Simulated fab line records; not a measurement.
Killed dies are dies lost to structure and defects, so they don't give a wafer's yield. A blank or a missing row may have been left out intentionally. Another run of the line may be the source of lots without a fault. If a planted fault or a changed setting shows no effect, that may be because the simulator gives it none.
fab line records || flow n5Finfet
record: {"lots": 4, "wafers": 12, "lastDay": 18}
route steps=1938 shown BEOL_M6@1254 BEOL_M7@1263
lots with no fault: from the same line, run without faults
startH: the number of hours between the record's first day and the start of the first shown wafer of the lot || waitH: hours since the lot's step before || " identical to the entry in the row above || L1.1+2: a single row standing in for several wafers || - no value present, or no start provided || * or withheld: withheld || < > ~ a bound
route shown NAME@n: NAME is a module with steps in the file, n the number in the route of the first one || usual: mean/standard deviation taken from wafers without a fault || same: alike in all rows || chamber/n: place in a boat || sites: each site's reading || _std_site: their standard deviation || _edge_site: the outer-site mean with the inner-site mean subtracted || radiusMm: how far each site lies from the wafer's centre || mask NAME#n: copy n || behind: tool/chamber where the wafer was last shaped || hold: the reason the lot was held/the length of the hold in hours/how it ended || device: transistor that didn't switch, given as n, p or np || end of line: tests run on the same wafers once the route is complete || a step with no rows: only its recipe || killed: at the first sort, the dies lost to defects and structure; wafer yield is something else || map: the dies of a wafer, with x for killed, . for not killed, _ for no die there
set.NAME: the setting as run; set.NAME@STEP: as run at that earlier step || model.NAME: the simulator's own value behind a step, which no gauge read
a table for each step, a row for each wafer; lots at some steps of the route
services: when a tool's chamber went out of use (startH, in hours from the record's first day, below 0 if earlier), for how many hours, and the reason
== steps ==
step: N5_BEOL_M6_SPUTTER_48
recipe: {"material": "Cu", "targetThkA": 100, "tempC": -20, "biasV": 60, "powerW": 26000, "chamberPressurePa": 0.13, "timeS": 1.667}
step: N5_BEOL_M6_ECD_50
recipe: {"material": "Cu", "targetThkA": 3000}
step: N5_BEOL_M6_ANNEAL_51
recipe: {"tempC": 225, "timeS": 90, "ambient": "N2"}
step: N5_BEOL_M6_CMP_52
recipe: {"stopOn": "SiCOH_lowk", "tOverpolishS": 6.9, "downForcePsi": 1, "platenRpm": 50, "clearingPlatenDownForcePsi": 1.5, "clearingPlatenRpm": 50, "postCmpClean": "cuAlkaline", "targetThkNm": 80, "clearingPlatenPadVelocityMS": 0.99484, "padVelocityMS": 0.99484}
step: N5_BEOL_M6_PRE_CLEAN_55
recipe: {"gas": "NH3", "timeS": 15, "tempC": "withheld", "rfPowerW": 300}
step: N5_BEOL_M6_DEP_56
recipe: {"material": "SiCN", "targetThkA": 100, "tempC": "withheld", "precursor": "3MS/NH3", "pressureTorr": 3, "rfW": 202, "timeS": 17.5}
step: N5_BEOL_M7_ILD_DEP_00
recipe: {"material": "SiCOH_lowk", "targetThkA": 1797.5, "tempC": 300, "precursor": "DEMS/porogen", "pressureTorr": 5, "rfW": 500, "timeS": 33.4}
step: N5_BEOL_M7_CURE_74
recipe: {"tempC": 385, "timeS": 240, "ambient": "He/Ar", "material": "SiCOH_lowk"}
step: N5_BEOL_M7_PECVD_70
recipe: {"material": "SiO2", "targetThkA": 200, "tempC": 400, "precursor": "TEOS/O2", "pressureTorr": 5.5, "rfW": 450, "teosFlowSccm": 53.8, "gas": "O2", "flowSccm": 3000, "timeS": 22.7}
usual: {"heaterPowerW": "701/90", "showerheadPlenumPTorr": "8.81/0.092", "throttleValvePct": "22.3/1.2"}
{"lot.wafer": "L168.1", "tool": "pecvd-02", "chamber": 1, "startH": 281.09, "waitH": 0.0, "heaterPowerW": 569, "showerheadPlenumPTorr": 8.78, "throttleValvePct": 22.1, "model.SiO2_of_BEOL_M7_PECVD_70.thkNm": 19.6}
{"lot.wafer": "L168.2", "tool": "pecvd-02", "chamber": 0, "startH": 281.09, "waitH": 0.0, "heaterPowerW": 521, "showerheadPlenumPTorr": 8.93, "throttleValvePct": 22.2, "model.SiO2_of_BEOL_M7_PECVD_70.thkNm": 19.6}
{"lot.wafer": "L168.4", "tool": "pecvd-02", "chamber": 2, "startH": 281.09, "waitH": 0.0, "heaterPowerW": 713, "showerheadPlenumPTorr": 8.72, "throttleValvePct": 21.0, "model.SiO2_of_BEOL_M7_PECVD_70.thkNm": 20}
{"lot.wafer": "L175.1", "tool": "pecvd-02", "chamber": 2, "startH": 311.44, "waitH": 0.0, "heaterPowerW": 614, "showerheadPlenumPTorr": 8.71, "throttleValvePct": 21.0, "model.SiO2_of_BEOL_M7_PECVD_70.thkNm": 19.8}
{"lot.wafer": "L175.3", "tool": "pecvd-02", "chamber": 0, "startH": 311.44, "waitH": 0.0, "heaterPowerW": 580, "showerheadPlenumPTorr": 8.91, "throttleValvePct": 22.3, "model.SiO2_of_BEOL_M7_PECVD_70.thkNm": 29}
{"lot.wafer": "L175.4", "tool": "pecvd-02", "chamber": 2, "startH": 311.44, "waitH": 0.0, "heaterPowerW": 604, "showerheadPlenumPTorr": 8.73, "throttleValvePct": 21.2, "model.SiO2_of_BEOL_M7_PECVD_70.thkNm": 20.2}
{"lot.wafer": "L176.1", "tool": "pecvd-02", "chamber": 2, "startH": 312.40, "waitH": 0.0, "heaterPowerW": 698, "showerheadPlenumPTorr": 8.70, "throttleValvePct": 21.2, "model.SiO2_of_BEOL_M7_PECVD_70.thkNm": 19.6}
{"lot.wafer": "L176.3", "tool": "pecvd-02", "chamber": 0, "startH": 312.40, "waitH": 0.0, "heaterPowerW": 496, "showerheadPlenumPTorr": 8.92, "throttleValvePct": 22.5, "model.SiO2_of_BEOL_M7_PECVD_70.thkNm": 29}
{"lot.wafer": "L176.6", "tool": "pecvd-02", "chamber": 0, "startH": 312.40, "waitH": 0.0, "heaterPowerW": 514, "showerheadPlenumPTorr": 8.92, "throttleValvePct": 22.0, "model.SiO2_of_BEOL_M7_PECVD_70.thkNm": 29.6}
{"lot.wafer": "L179.2", "tool": "pecvd-03", "chamber": 1, "startH": 354.96, "waitH": 0.0, "heaterPowerW": 795, "showerheadPlenumPTorr": 8.66, "throttleValvePct": 22.9, "model.SiO2_of_BEOL_M7_PECVD_70.thkNm": 20.2}
{"lot.wafer": "L179.3", "tool": "pecvd-03", "chamber": 0, "startH": 354.96, "waitH": 0.0, "heaterPowerW": 833, "showerheadPlenumPTorr": 8.81, "throttleValvePct": 23.0, "model.SiO2_of_BEOL_M7_PECVD_70.thkNm": 20.4}
{"lot.wafer": "L179.5", "tool": "pecvd-03", "chamber": 0, "startH": 354.96, "waitH": 0.0, "heaterPowerW": 845, "showerheadPlenumPTorr": 8.79, "throttleValvePct": 23.1, "model.SiO2_of_BEOL_M7_PECVD_70.thkNm": 20.4}
step: N5_BEOL_M7_HM_DEP_02
recipe: {"material": "TiN", "targetThkA": 200, "tempC": 25, "chamberPressurePa": 0.49996}
step: N5_BEOL_M7_COAT_59
recipe: {"resist": "SOC", "tempC": 250, "timeS": 60, "spinRpm": 1500, "resistThkNm": 100}
step: N5_BEOL_M7_COAT_60
recipe: {"resist": "SiARC", "tempC": 220, "timeS": 60, "spinRpm": 1500, "resistThkNm": 35}
step: N5_BEOL_M7_COAT_05
recipe: {"resist": "CAR-ArF", "spinRpm": 1500, "resistThkNm": 90}
step: N5_BEOL_M7_EBR_07
recipe: {"solvent": "PGMEA", "ebrWidthMm": 1.5}
step: N5_BEOL_M7_SOFTBAKE_06
recipe: {"tempC": 110, "timeS": 60, "resist": "CAR-ArF"}
step: N5_BEOL_M7_EXPOSE_08
recipe: {"maskId": "M7", "na": 1.35, "sourceShape": "dipole", "sigmaInner": 0.817, "sigmaOuter": 0.97, "polarization": "te", "doseMj": 68.25}
step: N5_BEOL_M7_PEB_09
recipe: {"pebTempC": "withheld", "pebTimeS": 60, "resist": "CAR-ArF"}
step: N5_BEOL_M7_DEVELOP_10
recipe: {"developTimeS": 30, "developer": "TMAH", "resist": "CAR-ArF", "rinseLiquid": "diw", "dry": "airSpin", "devTempC": 23}
step: N5_BEOL_M7_DESCUM_16
recipe: {"chemistry": "O2", "timeS": 7.9, "sourcePowerW": 50, "biasPowerW": 20, "pressureMtorr": 20, "rfFrequencyHz": 2.712e+07, "tempC": 40, "resist": "CAR-ArF", "o2FlowSccm": 225}
step: N5_BEOL_M7_ETCH_61
recipe: {"chemistry": "CF4", "target": "SiARC", "targetDepthA": 455, "maskMaterial": "CAR-ArF", "timeS": 75.8, "ionEnergyEv": 80, "pressureMtorr": 40, "sourceW": 545, "biasW": 36, "Ar_flow_sccm": 100, "cf4FlowSccm": 100, "ends": "cleared"}
step: N5_BEOL_M7_ETCH_62
recipe: {"chemistry": "N2/H2", "target": "SOC", "targetDepthA": 1100, "overetchA": 220, "maskMaterial": "SiARC", "tempC": 40, "timeS": 165, "ionEnergyEv": 200, "pressureMtorr": 30, "sourceW": 840, "biasW": 150, "n2FlowSccm": 200, "h2FlowSccm": 200}
step: N5_BEOL_M7_STRIP_68
recipe: {"chemistry": "N2/H2", "tempC": 40, "n2FlowSccm": 200, "h2FlowSccm": 200, "rfFrequencyHz": 6e+07}
step: N5_BEOL_M7_STRIP_67
recipe: {"chemistry": "CF4", "resist": "SiARC", "powerW": 300, "biasPowerW": 75, "pressureMtorr": 50, "cf4FlowSccm": 150, "rfFrequencyHz": 6e+07}
step: N5_BEOL_M7_HM_OPEN_17
recipe: {"chemistry": "Cl2/BCl3", "targetDepthA": 200, "overetchA": 60, "target": "TiN", "maskMaterial": "SOC", "ionEnergyEv": 150, "pressureMtorr": 10, "icpW": 1000, "biasW": 126, "Cl2_flow_sccm": 53.25, "bcl3FlowSccm": 21.75, "Ar_flow_sccm": 25}
step: N5_BEOL_M7_STRIP_19
recipe: {"chemistry": "O2", "powerW": 400, "tempC": 40, "pressureMtorr": 30, "rfFrequencyHz": 6e+07, "biasPowerW": 0, "overashFraction": 0.2, "o2FlowSccm": 225}
step: N5_BEOL_M7_COAT_63
recipe: {"resist": "SOC", "tempC": 250, "timeS": 60, "spinRpm": 1500, "resistThkNm": 60}
step: N5_BEOL_M7_COAT_64
recipe: {"resist": "SiARC", "tempC": 220, "timeS": 60, "spinRpm": 1500, "resistThkNm": 12}
step: N5_BEOL_M7_COAT_71
recipe: {"resist": "underlayer", "tempC": 205, "timeS": 60, "spinRpm": 1500, "resistThkNm": 5}
step: N5_BEOL_M7_COAT_22
recipe: {"resist": "CAR-EUV", "spinRpm": 1500, "resistThkNm": 30}
step: N5_BEOL_M7_EBR_24
recipe: {"solvent": "PGMEA", "ebrWidthMm": 1.5}
step: N5_BEOL_M7_SOFTBAKE_23
recipe: {"tempC": 110, "timeS": 60, "resist": "CAR-EUV"}
step: N5_BEOL_M7_EXPOSE_25
recipe: {"maskId": "V6", "na": 0.33, "sourceShape": "annular", "sigmaInner": 0.4, "sigmaOuter": 0.8, "polarization": "unpolarized", "targetCdNm": 40, "doseMj": 42.5}
step: N5_BEOL_M7_PEB_26
recipe: {"pebTempC": 100, "pebTimeS": 60, "resist": "CAR-EUV"}
step: N5_BEOL_M7_DEVELOP_27
recipe: {"developTimeS": 30, "developer": "TMAH", "resist": "CAR-EUV", "rinseLiquid": "surfactantRinse", "dry": "airSpin", "devTempC": 23}
step: N5_BEOL_M7_HM_STRIP_39
recipe: {"chemistry": "peroxideTinStrip", "material": "TiN", "targetDepthA": 250, "tempC": 50, "timeS": 158}
usual: {"bathGuardTempC": "49.9/0.45"}
{"lot.wafer": "L168.1", "tool": "wetBench-03", "chamber": 5, "startH": 284.66, "waitH": 0.0, "bathGuardTempC": 50.4, "model.SiO2_of_BEOL_M7_PECVD_70.thkNm": 19.4}
{"lot.wafer": "L168.2", "tool": "wetBench-03", "chamber": 4, "startH": 284.66, "waitH": 0.0, "bathGuardTempC": 49.9, "model.SiO2_of_BEOL_M7_PECVD_70.thkNm": 19.6}
{"lot.wafer": "L168.4", "tool": "wetBench-03", "chamber": 6, "startH": 284.66, "waitH": 0.0, "bathGuardTempC": 50.6, "model.SiO2_of_BEOL_M7_PECVD_70.thkNm": 20}
{"lot.wafer": "L175.1", "tool": "wetBench-01", "chamber": 6, "startH": 314.15, "waitH": 0.0, "bathGuardTempC": 51.1, "model.SiO2_of_BEOL_M7_PECVD_70.thkNm": 19.6}
{"lot.wafer": "L175.3", "tool": "wetBench-01", "chamber": 7, "startH": 314.15, "waitH": 0.0, "bathGuardTempC": 50.2, "model.SiO2_of_BEOL_M7_PECVD_70.thkNm": 28.8}
{"lot.wafer": "L175.4", "tool": "wetBench-01", "chamber": 2, "startH": 314.15, "waitH": 0.0, "bathGuardTempC": 49.9, "model.SiO2_of_BEOL_M7_PECVD_70.thkNm": 20}
{"lot.wafer": "L176.1", "tool": "wetBench-01", "chamber": 6, "startH": 316.53, "waitH": 0.0, "bathGuardTempC": 51.4, "model.SiO2_of_BEOL_M7_PECVD_70.thkNm": 19.4}
{"lot.wafer": "L176.3", "tool": "wetBench-01", "chamber": 3, "startH": 316.53, "waitH": 0.0, "bathGuardTempC": 49.7, "model.SiO2_of_BEOL_M7_PECVD_70.thkNm": 28.8}
{"lot.wafer": "L176.6", "tool": "wetBench-01", "chamber": 7, "startH": 316.53, "waitH": 0.0, "bathGuardTempC": 49.8, "model.SiO2_of_BEOL_M7_PECVD_70.thkNm": 29.4}
{"lot.wafer": "L179.2", "tool": "wetBench-03", "chamber": 6, "startH": 360.69, "waitH": 0.0, "bathGuardTempC": 50.4, "model.SiO2_of_BEOL_M7_PECVD_70.thkNm": 20}
{"lot.wafer": "L179.3", "tool": "wetBench-03", "chamber": 2, "startH": 360.69, "waitH": 0.0, "bathGuardTempC": 49.3, "model.SiO2_of_BEOL_M7_PECVD_70.thkNm": 20.4}
{"lot.wafer": "L179.5", "tool": "wetBench-03", "chamber": 5, "startH": 360.69, "waitH": 0.0, "bathGuardTempC": 50.1, "model.SiO2_of_BEOL_M7_PECVD_70.thkNm": 20.2}
step: N5_BEOL_M7_CMP_52
recipe: {"stopOn": "SiCOH_lowk", "tOverpolishS": 6.9, "downForcePsi": 1, "platenRpm": 50, "clearingPlatenDownForcePsi": 1.5, "clearingPlatenRpm": 50, "postCmpClean": "cuAlkaline", "targetThkNm": 80, "clearingPlatenPadVelocityMS": 0.99484, "padVelocityMS": 0.99484}
usual: {"barrierFieldEndpointS": "29.0/0.55", "edgeZonePressureFrac": "1.001/0.005", "motorCurrentA": "6.2/0.81"}
{"lot.wafer": "L168.4", "tool": "cmp-01", "chamber": 0, "startH": 287.74, "waitH": 0.3, "barrierFieldEndpointS": 28.8, "edgeZonePressureFrac": 1.003, "motorCurrentA": 5.7}
{"lot.wafer": "L168.1", "tool": "cmp-01", "chamber": 1, "startH": 287.74, "waitH": 0.3, "barrierFieldEndpointS": 28.1, "edgeZonePressureFrac": 1.005, "motorCurrentA": 6.6}
{"lot.wafer": "L168.2", "tool": "cmp-01", "chamber": 3, "startH": 287.74, "waitH": 0.3, "barrierFieldEndpointS": 28.7, "edgeZonePressureFrac": 1.014, "motorCurrentA": 5.4}
{"lot.wafer": "L175.4", "tool": "cmp-02", "chamber": 3, "startH": 317.00, "waitH": 0.1, "barrierFieldEndpointS": 30.3, "edgeZonePressureFrac": 1.006, "motorCurrentA": 5.6}
{"lot.wafer": "L175.1", "tool": "cmp-02", "chamber": 0, "startH": 317.00, "waitH": 0.1, "barrierFieldEndpointS": 29.1, "edgeZonePressureFrac": 1.011, "motorCurrentA": 5.9}
{"lot.wafer": "L175.3", "tool": "cmp-02", "chamber": 2, "startH": 317.00, "waitH": 0.1, "barrierFieldEndpointS": 40.2, "edgeZonePressureFrac": 1.001, "motorCurrentA": 6.0}
{"lot.wafer": "L176.3", "tool": "cmp-03", "chamber": 0, "startH": 318.34, "waitH": 0.2, "barrierFieldEndpointS": 39.3, "edgeZonePressureFrac": 0.998, "motorCurrentA": 6.5}
{"lot.wafer": "L176.1", "tool": "cmp-03", "chamber": 2, "startH": 318.34, "waitH": 0.2, "barrierFieldEndpointS": 28.2, "edgeZonePressureFrac": 1.005, "motorCurrentA": 6.1}
{"lot.wafer": "L176.6", "tool": "cmp-03", "chamber": 1, "startH": 318.34, "waitH": 0.2, "barrierFieldEndpointS": 39.3, "edgeZonePressureFrac": 1.001, "motorCurrentA": 9.0}
{"lot.wafer": "L179.3", "tool": "cmp-01", "chamber": 0, "startH": 363.21, "waitH": 0.2, "barrierFieldEndpointS": 30.0, "edgeZonePressureFrac": 1.006, "motorCurrentA": 5.9}
{"lot.wafer": "L179.2", "tool": "cmp-01", "chamber": 2, "startH": 363.21, "waitH": 0.2, "barrierFieldEndpointS": 29.1, "edgeZonePressureFrac": 0.996, "motorCurrentA": 6.1}
{"lot.wafer": "L179.5", "tool": "cmp-01", "chamber": 1, "startH": 363.21, "waitH": 0.2, "barrierFieldEndpointS": 29.9, "edgeZonePressureFrac": 1.005, "motorCurrentA": 6.7}
== services ==
{"tool": "pecvd-02", "chamber": "-", "startH": 261.64, "hours": 0.5, "kind": "repair"}
{"tool": "cmp-01", "chamber": "-", "startH": 265.06, "hours": 4.0, "kind": "pm"}
{"tool": "pecvd-02", "chamber": "-", "startH": 267.16, "hours": 1.1, "kind": "repair"}
{"tool": "cmp-03", "chamber": "-", "startH": 267.28, "hours": 4.0, "kind": "pm"}
{"tool": "cmp-01", "chamber": "-", "startH": 269.06, "hours": "-", "kind": "consumableReplace:conditioner"}
{"tool": "cmp-01", "chamber": "-", "startH": 269.06, "hours": "-", "kind": "consumableReplace:pad"}
{"tool": "cmp-03", "chamber": "-", "startH": 271.28, "hours": "-", "kind": "consumableReplace:conditioner"}
{"tool": "cmp-03", "chamber": "-", "startH": 271.28, "hours": "-", "kind": "consumableReplace:pad"}
{"tool": "cmp-01", "chamber": "-", "startH": 274.58, "hours": 4.7, "kind": "repair"}
{"tool": "cmp-03", "chamber": "-", "startH": 278.94, "hours": 23.6, "kind": "repair"}
{"tool": "cmp-02", "chamber": "-", "startH": 312.09, "hours": 4.0, "kind": "pm"}
{"tool": "cmp-02", "chamber": "-", "startH": 316.09, "hours": "-", "kind": "consumableReplace:conditioner"}
{"tool": "cmp-02", "chamber": "-", "startH": 316.09, "hours": "-", "kind": "consumableReplace:pad"}
{"tool": "pecvd-02", "chamber": "-", "startH": 345.51, "hours": 2.8, "kind": "pm"}
{"tool": "pecvd-03", "chamber": 2, "startH": 350.10, "hours": 5.5, "kind": "scheduledDown"}
{"tool": "cmp-02", "chamber": "-", "startH": 358.42, "hours": 7.3, "kind": "pm"}
{"tool": "pecvd-03", "chamber": "-", "startH": 362.37, "hours": 1.5, "kind": "repair"}
== key ==
firstSign: {"step": "N5_BEOL_M7_CMP_52", "reading": "barrierFieldEndpointS", "direction": "up", "sigmas": 19, "usual": 29.0, "struck": 39.6}
effect none on later readings
modelEffect: {"step": "N5_BEOL_M7_PECVD_70", "value": "SiO2_of_BEOL_M7_PECVD_70.thkNm", "without": 19.73, "struck": 29.2}
modelEffect: {"step": "N5_BEOL_M7_HM_STRIP_39", "value": "SiO2_of_BEOL_M7_PECVD_70.thkNm", "without": 19.67, "struck": 29}
metAt N5_BEOL_M7_PECVD_70
struckWafers L175.3,L176.3,L176.6
rowsEnd L175.3
onsetBetween 281.09 311.44
fault: {"kind": "processParameterDrift", "tool": "pecvd-02", "chamber": 0, "onsetH": 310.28, "steps": "N5_BEOL_M7_PECVD_70", "channel": "timeS", "offset": "*", "shape": "step", "actsIn": "*", "stated": "*"}
rowsEnd: these wafers met a further fault down the route, and their rows from its step on are left out
